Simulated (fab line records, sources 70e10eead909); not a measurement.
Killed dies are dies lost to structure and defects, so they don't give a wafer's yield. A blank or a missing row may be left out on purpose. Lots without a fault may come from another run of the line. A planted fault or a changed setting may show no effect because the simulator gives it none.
Which tool did it? | flow nand_harc | 12 lots, 36 wafers sampled, at 5 steps of a route of 1302

WHAT THE GAUGES READ, wafer by wafer
NHARC_END_SORT_01.
lot  | measured     | on        | defect_limited_yield (%) | killed_at_array | killed_at_other | killed_at_periphery | killed_dies | killed_open | killed_short | sort_bin_2_pct (%) | sort_bin_3_pct (%) | sort_bin_4_pct (%) | sort_n_pass | sort_rim_yield_pct (%) | sort_yield_pct (%)
L676 | day 25 03:16 | prober-01 | 96.3 95.9 95.4           | 22 27 29        | 0 0 1           | 3 1 1               | 25 28 31    | 5 5 3       | 6 2 2        | 0.9 0.9 1.0        | 0.1 0.1 0          | 2.7 3.1 3.5        | 652 649 646 | 100 98 98              | 96.3 95.9 95.4
L680 | day 25 21:07 | prober-02 | 93.1 94.5 92.6           | 44 29 45        | 1 1 2           | 2 7 3               | 47 37 50    | 1 3 5       | 2 2 5        | 2.2 1.5 1.6        | 0.1 0.6 0.3        | 4.6 3.4 5.5        | 630 640 627 | 95 97 92               | 93.1 94.5 92.6
L682 | day 27 12:20 | prober-01 | 89.2 88.6 88.5           | 70 71 77        | 0 0 0           | 3 6 1               | 73 77 78    | 3 1 1       | 3 5 4        | 3.2 4.3 3.5        | 1.0 1.0 1.3        | 6.5 6.1 6.6        | 604 600 599 | 89 80 86               | 89.2 88.6 88.5
L683 | day 27 13:10 | prober-02 | 89.8 92.5 93.6           | 60 41 31        | 1 2 5           | 8 8 7               | 69 51 43    | 3 0 3       | 2 1 2        | 3.0 1.5 1.8        | 0.4 0.3 0.3        | 6.8 5.8 4.3        | 608 626 634 | 93 87 91               | 89.8 92.5 93.6
L689 | day 29 19:20 | prober-02 | 93.2 92.8 93.8           | 43 46 41        | 0 0 1           | 3 3 0               | 46 49 42    | 2 2 3       | 2 2 2        | 2.7 2.4 2.2        | 0.6 0.6 0.6        | 3.5 4.3 3.4        | 631 628 635 | 94 93 93               | 93.2 92.8 93.8
L693 | day 32 08:54 | prober-01 | 86.0 0 89.1              | 91 93 66        | 0 0 0           | 4 584 8             | 95 677 74   | 3 3 1       | 3 5 0        | 5.2 90.3 4.6       | 1.3 1.6 1.0        | 7.5 8.1 5.3        | 582 0 603   | 89 0 88                | 86.0 0 89.1

WHICH TOOL RAN EACH LOT (tool, then ch and the chambers of the sampled wafers, then the start)
lot  | NHARC_P_M1_PVD_21            | NHARC_THIN_TSV_CMP_21         | NHARC_THIN_TSV_DEGAS_53      | NHARC_THIN_TSV_PRE_CLEAN_54
L676 | pvd_sputter-03, day 6 18:02  | cmp-02 ch 0,2, day 24 13:58   | pvd_sputter-03, day 24 14:23 | pvd_sputter-03, day 24 14:29
L678 | pvd_sputter-03, day 7 12:28  | cmp-02 ch 2,3, day 24 12:58   | pvd_sputter-01, day 24 13:26 | pvd_sputter-01, day 24 13:31
L679 | pvd_sputter-03, day 7 21:45  | cmp-04 ch 0,2,3, day 25 10:49 | pvd_sputter-03, day 25 11:16 | pvd_sputter-03, day 25 11:20
L680 | pvd_sputter-02, day 8 16:10  | cmp-02 ch 1,3, day 25 09:41   | pvd_sputter-03, day 25 10:07 | pvd_sputter-03, day 25 10:12
L682 | pvd_sputter-03, day 9 13:08  | cmp-03 ch 0,1,3, day 27 03:04 | pvd_sputter-03, day 27 03:29 | pvd_sputter-03, day 27 03:32
L683 | pvd_sputter-03, day 9 14:01  | cmp-03 ch 0,2, day 27 01:46   | pvd_sputter-02, day 27 02:11 | pvd_sputter-02, day 27 02:16
L684 | pvd_sputter-02, day 9 19:49  | cmp-03 ch 0,1,3, day 27 16:34 | pvd_sputter-03, day 27 17:02 | pvd_sputter-03, day 27 17:07
L689 | pvd_sputter-02, day 12 10:12 | cmp-03 ch 0,2, day 29 09:40   | pvd_sputter-03, day 29 10:08 | pvd_sputter-03, day 29 10:12
L693 | pvd_sputter-03, day 13 23:40 | cmp-03 ch 1,3, day 31 19:59   | pvd_sputter-01, day 31 20:23 | pvd_sputter-01, day 31 20:28
L696 | pvd_sputter-02, day 14 23:56 | cmp-03 ch 1,2,3, day 32 07:04 | pvd_sputter-02, day 32 07:29 | pvd_sputter-02, day 32 07:33
L697 | pvd_sputter-01, day 15 09:43 | cmp-04 ch 0,1,2, day 33 00:13 | pvd_sputter-03, day 33 00:42 | pvd_sputter-03, day 33 00:50
L698 | pvd_sputter-02, day 15 21:50 | cmp-04 ch 0,1,2, day 33 13:52 | pvd_sputter-03, day 33 14:14 | pvd_sputter-03, day 33 14:19
- NHARC_P_M1_PVD_21: deposits Cu, target thk 30 nm, time 20.49 s.
- NHARC_THIN_TSV_CMP_21: polishes, t overpolish 30 s, target thk 2000 nm.
- NHARC_THIN_TSV_DEGAS_53: time 60 s.
- NHARC_THIN_TSV_PRE_CLEAN_54: time 30 s.

WHAT THE TOOLS THEMSELVES READ (means of the sampled wafers that have a number; where no wafer has one, the mark that the record gives instead)
NHARC_P_M1_PVD_21.
lot  | tool           | cathode_dc_power_W (W) | throttle_valve_pct (%)
L676 | pvd_sputter-03 | 5000.0                 | 30.0
L678 | pvd_sputter-03 | 4999.5                 | 29.6
L679 | pvd_sputter-03 | 4999.7                 | 29.4
L680 | pvd_sputter-02 | 5000.4                 | 29.2
L682 | pvd_sputter-03 | 4999.9                 | 29.1
L683 | pvd_sputter-03 | 5000.4                 | 30.0
L684 | pvd_sputter-02 | 4999.2                 | 29.1
L689 | pvd_sputter-02 | 5000.7                 | 29.1
L693 | pvd_sputter-03 | 5000.4                 | 29.8
L696 | pvd_sputter-02 | 4999.2                 | 31.2
L697 | pvd_sputter-01 | 4999.8                 | 30.5
L698 | pvd_sputter-02 | 5000.5                 | 30.4

NHARC_THIN_TSV_CMP_21.
lot  | tool   | edge_zone_pressure_frac | motor_current_A (A) | overpolish_run_s (s) | slurry_flow_ml_min
L676 | cmp-02 | 0.997                   | 12.1                | 30.003               | 150.0
L678 | cmp-02 | 0.996                   | 12.5                | 30.010               | 149.9
L679 | cmp-04 | 1.001                   | 11.4                | 29.999               | 150.0
L680 | cmp-02 | 0.996                   | 12.0                | 29.998               | 150.1
L682 | cmp-03 | 1.003                   | 12.4                | 30.004               | 150.0
L683 | cmp-03 | 1.005                   | 12.8                | 29.996               | 150.2
L684 | cmp-03 | 1.000                   | 12.8                | 29.996               | 149.6
L689 | cmp-03 | 1.001                   | 13.6                | 30.003               | 149.5
L693 | cmp-03 | 1.000                   | 12.6                | 30.004               | 150.5
L696 | cmp-03 | 0.999                   | 12.8                | 29.999               | 149.9
L697 | cmp-04 | 0.996                   | 12.6                | 30.002               | 149.8
L698 | cmp-04 | 0.997                   | 12.4                | 30.000               | 150.1

NHARC_THIN_TSV_DEGAS_53.
lot  | tool           | heater_power_w (W)
L676 | pvd_sputter-03 | 441
L678 | pvd_sputter-01 | 453
L679 | pvd_sputter-03 | 423
L680 | pvd_sputter-03 | 435
L682 | pvd_sputter-03 | 442
L683 | pvd_sputter-02 | 463
L684 | pvd_sputter-03 | 453
L689 | pvd_sputter-03 | 418
L693 | pvd_sputter-01 | 450
L696 | pvd_sputter-02 | 433
L697 | pvd_sputter-03 | 428
L698 | pvd_sputter-03 | 458

NHARC_THIN_TSV_PRE_CLEAN_54.
lot  | tool           | heater_power_w (W)
L676 | pvd_sputter-03 | 369
L678 | pvd_sputter-01 | 396
L679 | pvd_sputter-03 | 386
L680 | pvd_sputter-03 | 417
L682 | pvd_sputter-03 | 384
L683 | pvd_sputter-02 | 422
L684 | pvd_sputter-03 | 371
L689 | pvd_sputter-03 | 369
L693 | pvd_sputter-01 | 412
L696 | pvd_sputter-02 | 394
L697 | pvd_sputter-03 | 380
L698 | pvd_sputter-03 | 393

THE ANSWER, worked out from the rows above alone
Rule: what is usual is taken from the lots themselves. Put in order of their means at a reading, lots are off if they are a third of the lots or fewer, leave a main group of 4 or more, and stand apart from it by a gap of 3 or more times the standard deviation of the main group's means; of several such gaps the widest counts. A main group whose means are all the same, to the digits that the tables above print for the reading, isn't used. A lot without any number at a reading at which 4 lots or more have one is off too. The other lots that the step has rows for count as sound. The gauges are gone through in route order, then the tools' own readings, and for those a lot's mean is taken as printed above. The first step at which some lot is off is used, and at that step the reading that is off furthest; a lot without a number counts as furthest.
Off: L693, at NHARC_END_SORT_01 (killed_at_periphery). The main group: mean 3.7, standard deviation 2.1. Neither off nor sound, because the step has no rows for them: L678, L679, L684, L696, L697, L698.
A tool fits if, at a process step before that reading, it ran every lot that is off, and no sound lot after the first of them. The gauges at NHARC_END_SORT_01 are tried like those tools. Can't be told from this: 4 tools fit, pvd_sputter-03 at NHARC_P_M1_PVD_21, cmp-03 at NHARC_THIN_TSV_CMP_21, pvd_sputter-01 at NHARC_THIN_TSV_DEGAS_53 and NHARC_THIN_TSV_PRE_CLEAN_54, prober-01 at NHARC_END_SORT_01.

WHAT THE SIMULATOR HAD PUT IN
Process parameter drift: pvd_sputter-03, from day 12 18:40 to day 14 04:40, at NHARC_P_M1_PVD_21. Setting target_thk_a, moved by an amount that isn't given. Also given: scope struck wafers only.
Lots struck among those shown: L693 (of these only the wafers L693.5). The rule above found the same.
